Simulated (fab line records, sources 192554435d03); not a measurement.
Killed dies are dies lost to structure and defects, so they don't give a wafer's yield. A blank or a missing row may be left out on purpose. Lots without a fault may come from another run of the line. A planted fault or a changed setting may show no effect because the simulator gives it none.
fab line records | flow n5_finfet
record lots=7 wafers=21
route steps=1938 shown BEOL_M3@980 BEOL_M4@1021 BEOL_M5@1154
start_h: hours from the record's first day to the start of the lot's first wafer shown | wait_h: hours since the lot's step before | " the same as in the row above | L1.1+2: a row that stands for several wafers | - no value, or no start given | * or withheld: withheld | < > ~ a bound
route shown NAME@n: a module of which the file shows steps, and the number in the route of the first | usual: mean/standard deviation of fault-free wafers | same: alike in all rows | chamber/n: place in a boat | sites: the reading at each site | _std_site: their standard deviation | _edge_site: outer sites' mean less inner sites' | radius_mm: how far each site lies from the wafer's centre | mask NAME#n: copy n | behind: the tool/chamber that last shaped the wafer | hold: why the lot was held/for how many hours/how that ended | device: the transistor (n, p or np) that didn't switch | end of line: the same wafers' tests at the end of the route | a step without rows: its recipe alone | killed: dies lost to structure and defects at the first sort, not the wafer's yield | map: a wafer's dies, x killed, . not, _ none there
set.NAME: the setting as run; set.NAME@STEP: as run at that earlier step | model.NAME: the simulator's own value behind a step, which no gauge read
lots whose settings were changed on purpose; a table a step, a row a wafer
## steps
# step N5_BEOL_M3_TRENCH_ETCH_37
# recipe chemistry=C4F6/O2 target_depth_a=555.55 target=SiOC time_s=29.2 ion_energy_ev=250 pressure_mtorr=30 source_w=355 bias_w=185 Ar_flow_sccm=300 C4F6_flow_sccm=10 O2_flow_sccm=10
# columns lot.wafer tool chamber start_h wait_h set.time_s model.etch.depth_nm model.BEOL_M3.feature_depth_nm
L076.1 rie_diel-01 1 - - 29.2 56.77 56.8
L076.3 " 2 " " 29.2 56.32 56.4
L076.5 " 2 " " 29.2 56.38 56.4
L080.1 rie_diel-02 0 - - 29.2 58.04 58
L080.3 " 2 " " 29.2 57.36 57.4
L080.6 " 3 " " 29.2 55.42 55.4
L081.3 rie_diel-03 2 - - 29.2 55.09 55
L081.4 " 1 " " 29.2 54.51 54.6
L081.6 " 0 " " 34.36 63.72 63.8
L083.2 rie_diel-02 3 - - 22.67 42.62 42.6
L083.4 " 0 " " 29.2 57.35 57.4
L083.5 " 2 " " 29.2 56.2 56.2
L095.1 rie_diel-02 3 - - 29.2 54.78 54.8
L095.3 " 1 " " 29.2 55.88 55.8
L095.4 " 2 " " 29.2 57.08 57
L096.2 rie_diel-03 3 - - 29.2 56.83 56.8
L096.4 " 0 " " 29.2 55.18 55.2
L096.6 " 2 " " 31.49 59.37 59.4
L097.1 rie_diel-03 0 - - 29.2 55.04 55
L097.3 " 2 " " 27.23 51.12 51.2
L097.6 " 3 " " 27.23 53.21 53.2
# step N5_BEOL_M3_ETCH_41
# recipe chemistry=CH3F/O2 target=SiCN target_depth_a=299 taper_deg=2 time_s=52.5 ion_energy_ev=120 mask_material=TiN pressure_mtorr=30 source_w=395 bias_w=75 Ar_flow_sccm=150 CH3F_flow_sccm=30 O2_flow_sccm=20
# step N5_BEOL_M3_STRIP_97
# recipe chemistry=N2/H2 time_s=10 power_w=450 temp_c=40 pressure_mtorr=20 rf_frequency_hz=6e+07 bias_power_w=7 n2_flow_sccm=200 h2_flow_sccm=200
# step N5_BEOL_M3_OCD_MEAS_38
# usual trench_depth_nm=55.7/1.1
# columns lot.wafer tool chamber start_h wait_h set.time_s@BEOL_M3_TRENCH_ETCH_37 trench_depth_nm
L076.1 ocd-02 - 166.37 - 29.2 56.5
L076.3 " - " " 29.2 55.8
L076.5 " - " " 29.2 55.9
L080.1 ocd-02 - 196.88 - 29.2 58.7
L080.3 " - " " 29.2 57.5
L080.6 " - " " 29.2 55.5
L081.3 ocd-02 - 197.02 - 29.2 55.0
L081.4 " - " " 29.2 53.8
L081.6 " - " " 34.36 63.4
L083.2 ocd-01 - 209.41 - 22.67 42.3
L083.4 " - " " 29.2 57.3
L083.5 " - " " 29.2 56.3
L095.1 ocd-02 - 300.82 - 29.2 54.7
L095.3 " - " " 29.2 56.0
L095.4 " - " " 29.2 57.3
L096.2 ocd-02 - 303.94 - 29.2 57.0
L096.4 " - " " 29.2 55.7
L096.6 " - " " 31.49 59.5
L097.1 ocd-01 - 308.77 - 29.2 55.1
L097.3 " - " " 27.23 50.9
L097.6 " - " " 27.23 53.4
# step N5_BEOL_M4_ILD_DEP_00
# recipe material=SiOC target_thk_a=790 temp_c=350 precursor=DEMS/O2 pressure_torr=5 rf_w=500 time_s=15.3
# columns lot.wafer tool chamber start_h wait_h set.time_s model.SiOC_of_BEOL_M4_ILD_DEP_00.thk_nm
L076.1 pecvd-03 0 171.89 0.0 13.6 69.6
L076.3 " 2 " " 15.3 79
L076.5 " 1 " " 15.3 81.2
L080.1 pecvd-03 0 201.70 0.0 14.69 75.2
L080.3 " 2 " " 14.69 77.2
L080.6 " 1 " " 15.3 80.2
L081.3 pecvd-01 1 201.93 0.0 14.31 75.6
L081.4 " 1 " " 15.3 82.4
L081.6 " 2 " " 15.3 80.8
L083.2 pecvd-03 0 213.40 0.0 16.08 82
L083.4 " 2 " " 16.08 83.8
L083.5 " 1 " " 15.3 80.4
L095.1 pecvd-03 2 304.73 0.0 15.3 79.2
L095.3 " 0 " " 15.3 78.4
L095.4 " 1 " " 15.3 80.8
L096.2 pecvd-01 0 309.96 0.0 15.3 81.6
L096.4 " 2 " " 16.4 85.4
L096.6 " 1 " " 16.4 87.2
L097.1 pecvd-02 2 314.32 0.0 13.28 68.4
L097.3 " 1 " " 13.28 67.8
L097.6 " 1 " " 15.3 80.6
# step N5_BEOL_M4_THK_MEAS_01
# recipe reads=SiOC_of_BEOL_M4_ILD_DEP_00
# usual M4_ILD_THK=79.7/1.1
# columns lot.wafer tool chamber start_h wait_h set.time_s@BEOL_M4_ILD_DEP_00 M4_ILD_THK[nm]
L076.1 film_metro-01 - 171.96 0.0 13.6 69.6
L076.3 " - " " 15.3 79.1
L076.5 " - " " 15.3 81.2
L080.1 film_metro-01 - 201.77 0.0 14.69 75.2
L080.3 " - " " 14.69 77.1
L080.6 " - " " 15.3 80.1
L081.3 film_metro-01 - 202.00 0.1 14.31 75.7
L081.4 " - " " 15.3 82.3
L081.6 " - " " 15.3 80.8
L083.2 film_metro-02 - 213.47 0.1 16.08 82.0
L083.4 " - " " 16.08 83.7
L083.5 " - " " 15.3 80.4
L095.1 film_metro-01 - 304.80 0.0 15.3 79.3
L095.3 " - " " 15.3 78.3
L095.4 " - " " 15.3 80.9
L096.2 film_metro-02 - 310.03 0.1 15.3 81.5
L096.4 " - " " 16.4 85.4
L096.6 " - " " 16.4 87.2
L097.1 film_metro-02 - 314.39 0.0 13.28 68.3
L097.3 " - " " 13.28 67.7
L097.6 " - " " 15.3 80.6
# step N5_BEOL_M4_COAT_61
# recipe resist=SOC temp_c=250 time_s=60 spin_rpm=1500 resist_thk_nm=60
# columns lot.wafer tool chamber start_h wait_h set.spin_rpm model.SOC_of_BEOL_M4_COAT_61.thk_nm
L076.1 litho_track-02 0 172.70 0.1 1500 60
L076.3 " 0 " " 1448 61.2
L076.5 " 0 " " 1500 60.2
L080.1 litho_track-03 0 203.59 0.1 1399 62
L080.3 " 0 " " 1500 60
L080.6 " 0 " " 1399 62.2
L081.3 litho_track-05 0 203.64 0.1 1500 59.8
L081.4 " 0 " " 1596 57.8
L081.6 " 0 " " 1596 58
L083.2 litho_track-03 0 215.05 0.1 1500 60.2
L083.4 " 0 " " 1500 60.6
L083.5 " 0 " " 1500 60.4
L095.1+4 litho_track-03 0 307.25 0.1 1500 60
L095.3 " 0 " " 1500 60.2
L096.2 litho_track-02 0 312.26 0.1 1500 60
L096.4 " 0 " " 1615 57.8
L096.6 " 0 " " 1500 60.2
L097.1+3 litho_track-05 0 315.34 0.1 1500 59.8
L097.6 " 0 " " 1500 60
# step N5_BEOL_M4_COAT_62
# recipe resist=SiARC temp_c=220 time_s=60 spin_rpm=1500 resist_thk_nm=12
# step N5_BEOL_M4_COAT_73
# recipe resist=underlayer temp_c=205 time_s=60 spin_rpm=1500 resist_thk_nm=5
# step N5_BEOL_M4_ETCH_74
# recipe chemistry=N2/H2 target=underlayer target_depth_a=65 mask_material=CAR-EUV time_s=5.2 ion_energy_ev=200 pressure_mtorr=30 source_w=840 bias_w=150 n2_flow_sccm=200 h2_flow_sccm=200 ends=cleared
# step N5_BEOL_M4_ETCH_63
# recipe chemistry=CF4 target=SiARC target_depth_a=156 mask_material=CAR-EUV time_s=26 ion_energy_ev=80 pressure_mtorr=40 source_w=545 bias_w=36 Ar_flow_sccm=100 cf4_flow_sccm=100 ends=cleared
# step N5_BEOL_M4_ETCH_64
# recipe chemistry=N2/H2 target=SOC target_depth_a=750 overetch_a=225 mask_material=SiARC temp_c=40 time_s=121.9 ion_energy_ev=200 pressure_mtorr=30 source_w=840 bias_w=150 n2_flow_sccm=200 h2_flow_sccm=200
# columns lot.wafer tool chamber start_h wait_h set.spin_rpm@BEOL_M4_COAT_61 model.etch.depth_nm
L076.1 rie_diel-05 0 173.17 0.0 1500 60.02
L076.3 " 3 " " 1448 61.11
L076.5 " 1 " " 1500 60.29
L080.1 rie_diel-05 1 204.18 0.0 1399 62.05
L080.3 " 3 " " 1500 60.04
L080.6 " 1 " " 1399 62.21
L081.3 rie_diel-04 0 204.35 0.0 1500 59.77
L081.4 " 1 " " 1596 57.82
L081.6 " 3 " " 1596 57.9
L083.2 rie_diel-06 1 215.57 0.0 1500 60.23
L083.4 " 1 " " 1500 60.52
L083.5 " 0 " " 1500 60.37
L095.1 rie_diel-04 1 307.73 0.0 1500 60.04
L095.3 " 0 " " 1500 60.11
L095.4 " 3 " " 1500 60.06
L096.2 rie_diel-05 1 312.86 0.0 1500 59.99
L096.4 " 2 " " 1615 57.82
L096.6 " 2 " " 1500 60.27
L097.1 rie_diel-04 0 315.94 0.0 1500 59.83
L097.3 " 2 " " 1500 59.87
L097.6 " 1 " " 1500 60.02
# step N5_BEOL_M4_COAT_67
# recipe resist=SOC temp_c=250 time_s=60 spin_rpm=1500 resist_thk_nm=60
# columns lot.wafer tool chamber start_h wait_h set.spin_rpm model.SOC_of_BEOL_M4_COAT_67.thk_nm
L076.1+3 litho_track-02 0 173.56 0.0 1500 60.2
L076.5 " 0 " " 1500 60.4
L080.1 litho_track-02 0 204.57 0.0 1667 57.4
L080.3 " 0 " " 1500 60.6
L080.6 " 0 " " 1667 57.2
L081.3 litho_track-03 0 204.75 0.0 1586 58.6
L081.4 " 0 " " 1500 60
L081.6 " 0 " " 1586 58.4
L083.2+5 litho_track-05 0 215.97 0.0 1500 59.6
L083.4 " 0 " " 1500 59.8
L095.1+3+4 litho_track-05 0 308.12 0.0 1500 60
L096.2+4 litho_track-03 0 313.44 0.0 1396 62.2
L096.6 " 0 " " 1500 60
L097.1 litho_track-03 0 316.69 0.0 1500 60
L097.3 " 0 " " 1406 61.8
L097.6 " 0 " " 1500 59.8
# step N5_BEOL_M4_DESCUM_33
# recipe chemistry=O2 time_s=7 source_power_w=50 bias_power_w=20 pressure_mtorr=20 rf_frequency_hz=2.712e+07 temp_c=40 resist=CAR-EUV o2_flow_sccm=225
# columns lot.wafer tool chamber start_h wait_h set.time_s
L076.1 rie_diel-06 0 173.97 0.0 7
L076.3+5 " 3,2 " " 6.606
L080.1 rie_diel-04 0 204.98 0.0 6.359
L080.3+6 " 2,0 " " 7
L081.3+4 rie_diel-06 3,2 205.27 0.0 6.553
L081.6 " 3 " " 7
L083.2+4+5 rie_diel-06 1,0,3 216.81 0.4 7
L095.1+3+4 rie_diel-06 1,2,3 308.68 0.1 7
L096.2+4+6 rie_diel-06 2,1,2 313.98 0.0 7
L097.1+3+6 rie_diel-06 3,0,3 317.22 0.0 7
# step N5_BEOL_M4_ETCH_77
# recipe chemistry=N2/H2 target=underlayer target_depth_a=65 mask_material=CAR-EUV time_s=5.2 ion_energy_ev=200 pressure_mtorr=30 source_w=840 bias_w=150 n2_flow_sccm=200 h2_flow_sccm=200 ends=cleared
# step N5_BEOL_M4_ETCH_69
# recipe chemistry=CF4 target=SiARC target_depth_a=156 mask_material=CAR-EUV time_s=26 ion_energy_ev=80 pressure_mtorr=40 source_w=545 bias_w=36 Ar_flow_sccm=100 cf4_flow_sccm=100 ends=cleared
# step N5_BEOL_M4_ALD_98
# recipe material=SiO2 target_thk_a=25 temp_c=100 ald_precursor_family=BDEAS ald_co_reactant=O2-plasma pulse_time_s=1 co_reactant_pulse_time_s=1 purge_time_s=2 co_reactant_purge_time_s=2 ald_cycles=17 pressure_torr=2
# step N5_BEOL_M4_ETCHBACK_99
# recipe chemistry=CHF3 target=SiO2 target_depth_a=50 time_s=10.4 source_w=215 bias_w=47 Ar_flow_sccm=200 CHF3_flow_sccm=12 ion_energy_ev=100 pressure_mtorr=30
# step N5_BEOL_M4_ETCH_70
# recipe chemistry=N2/H2 target=SOC target_depth_a=800 overetch_a=240 mask_material=SiARC temp_c=40 time_s=130 ion_energy_ev=200 pressure_mtorr=30 source_w=840 bias_w=150 n2_flow_sccm=200 h2_flow_sccm=200
# columns lot.wafer tool chamber start_h wait_h set.spin_rpm@BEOL_M4_COAT_67 model.etch.depth_nm
L076.1+3 rie_diel-04 0,3 176.79 0.0 1500 60.25
L076.5 " 3 " " 1500 60.38
L080.1 rie_diel-04 3 205.39 0.0 1667 57.34
L080.3 " 2 " " 1500 60.54
L080.6 " 2 " " 1667 57.29
L081.3 rie_diel-05 3 205.87 0.0 1586 58.56
L081.4 " 2 " " 1500 60.06
L081.6 " 3 " " 1586 58.47
L083.2 rie_diel-04 3 223.43 0.0 1500 59.6
L083.4 " 1 " " 1500 59.73
L083.5 " 0 " " 1500 59.57
L096.2 rie_diel-05 2 327.83 0.0 1396 62.19
L096.4 " 1 " " 1396 62.22
L096.6 " 3 " " 1500 60.07
L095.1 rie_diel-06 2 327.87 0.0 1500 59.95
L095.3 " 0 " " 1500 59.92
L095.4 " 1 " " 1500 60.01
L097.1 rie_diel-04 1 331.23 0.0 1500 60
L097.3 " 0 " " 1406 61.86
L097.6 " 3 " " 1500 59.87
# step N5_BEOL_M4_STRIP_71
# recipe chemistry=N2/H2 temp_c=40 n2_flow_sccm=200 h2_flow_sccm=200 rf_frequency_hz=6e+07
# step N5_BEOL_M4_STRIP_78
# recipe chemistry=N2/H2 temp_c=40 n2_flow_sccm=200 h2_flow_sccm=200 rf_frequency_hz=6e+07
# step N5_BEOL_M4_VIA_ETCH_34
# recipe chemistry=C4F6/O2 target_depth_a=694 mask_material=SOC pressure_mtorr=15 ion_energy_ev=250 taper_deg=4 time_s=65.9 source_w=350 bias_w=170 Ar_flow_sccm=300 C4F6_flow_sccm=10 O2_flow_sccm=10
# columns lot.wafer tool chamber start_h wait_h set.spin_rpm@BEOL_M4_COAT_67 model.SOC_of_BEOL_M4_COAT_67.thk_nm
L076.1+3+5 rie_diel-04 0,3,3 176.90 0.0 1500 52
L080.1 rie_diel-04 3 205.50 0.0 1667 49.2
L080.3 " 2 " " 1500 52
L080.6 " 2 " " 1667 48.8
L081.3+6 rie_diel-05 3 205.97 0.0 1586 50.4
L081.4 " 2 " " 1500 52
L083.2+5 rie_diel-04 3,0 223.54 0.0 1500 51.4
L083.4 " 1 " " 1500 51.6
L096.2 rie_diel-05 2 327.94 0.0 1396 54.2
L096.4 " 1 " " 1396 53.8
L096.6 " 3 " " 1500 51.8
L095.1+3 rie_diel-06 2,0 327.98 0.0 1500 51.6
L095.4 " 1 " " 1500 51.8
L097.1 rie_diel-04 1 331.34 0.0 1500 52
L097.3 " 0 " " 1406 53.8
L097.6 " 3 " " 1500 51.8
# step N5_BEOL_M5_ETCH_68
# recipe chemistry=N2/H2 target=SOC target_depth_a=800 overetch_a=160 mask_material=SiARC temp_c=40 time_s=120 ion_energy_ev=200 pressure_mtorr=30 source_w=840 bias_w=150 n2_flow_sccm=200 h2_flow_sccm=200
# usual rf_vpp_V=523.7/2.3
# columns lot.wafer tool chamber start_h wait_h set.bias_w rf_vpp_V
L076.1 rie_diel-03 3 185.63 0.0 150 524.3
L076.3 " 2 " " 158.8 543.2
L076.5 " 3 " " 158.8 544.7
L080.1 rie_diel-02 0 216.51 0.0 159.2 543.5
L080.3 " 2 " " 159.2 542.3
L080.6 " 2 " " 150 522.6
L081.3 rie_diel-02 3 216.94 0.0 143.2 504.0
L081.4 " 0 " " 150 523.4
L081.6 " 0 " " 143.2 507.0
L083.2 rie_diel-03 0 236.41 0.0 150 524.2
L083.4 " 2 " " 150 523.2
L083.5 " 1 " " 150 524.7
L096.2 rie_diel-03 3 336.95 0.0 150 526.6
L096.4 " 2 " " 150 523.8
L096.6 " 0 " " 150 522.5
L095.1 rie_diel-02 0 337.23 0.0 150 522.5
L095.3 " 2 " " 150 522.4
L095.4 " 0 " " 150 521.6
L097.1 rie_diel-01 3 340.43 0.0 167.3 559.3
L097.3 " 0 " " 167.3 561.7
L097.6 " 3 " " 150 522.0
## key
split step=N5_BEOL_M3_TRENCH_ETCH_37 setting=time_s stated=29.2 by=wafer
response step=N5_BEOL_M3_TRENCH_ETCH_37 reading=model.etch.depth_nm change=+0.566 per=1% r=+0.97
response step=N5_BEOL_M3_TRENCH_ETCH_37 reading=model.BEOL_M3.feature_depth_nm change=+0.568 per=1% r=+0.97
response step=N5_BEOL_M3_OCD_MEAS_38 reading=trench_depth_nm change=+0.576 per=1% r=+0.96
split step=N5_BEOL_M4_ILD_DEP_00 setting=time_s stated=15.3 by=wafer
response step=N5_BEOL_M4_ILD_DEP_00 reading=model.SiOC_of_BEOL_M4_ILD_DEP_00.thk_nm change=+0.884 per=1% r=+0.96
response step=N5_BEOL_M4_THK_MEAS_01 reading=M4_ILD_THK change=+0.885 per=1% r=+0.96
split step=N5_BEOL_M4_COAT_61 setting=spin_rpm stated=1500 by=wafer
response step=N5_BEOL_M4_COAT_61 reading=model.SOC_of_BEOL_M4_COAT_61.thk_nm change=-0.304 per=1% r=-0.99
response step=N5_BEOL_M4_ETCH_64 reading=model.etch.depth_nm change=-0.301 per=1% r=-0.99
split step=N5_BEOL_M4_COAT_67 setting=spin_rpm stated=1500 by=wafer
response step=N5_BEOL_M4_COAT_67 reading=model.SOC_of_BEOL_M4_COAT_67.thk_nm change=-0.297 per=1% r=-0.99
response step=N5_BEOL_M4_ETCH_70 reading=model.etch.depth_nm change=-0.293 per=1% r=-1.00
response step=N5_BEOL_M4_VIA_ETCH_34 reading=model.SOC_of_BEOL_M4_COAT_67.thk_nm change=-0.286 per=1% r=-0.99
split step=N5_BEOL_M4_DESCUM_33 setting=time_s stated=7 by=wafer
response none clear
split step=N5_BEOL_M5_ETCH_68 setting=bias_w stated=150 by=wafer
response step=N5_BEOL_M5_ETCH_68 reading=rf_vpp_V change=+3.4 per=1% r=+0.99
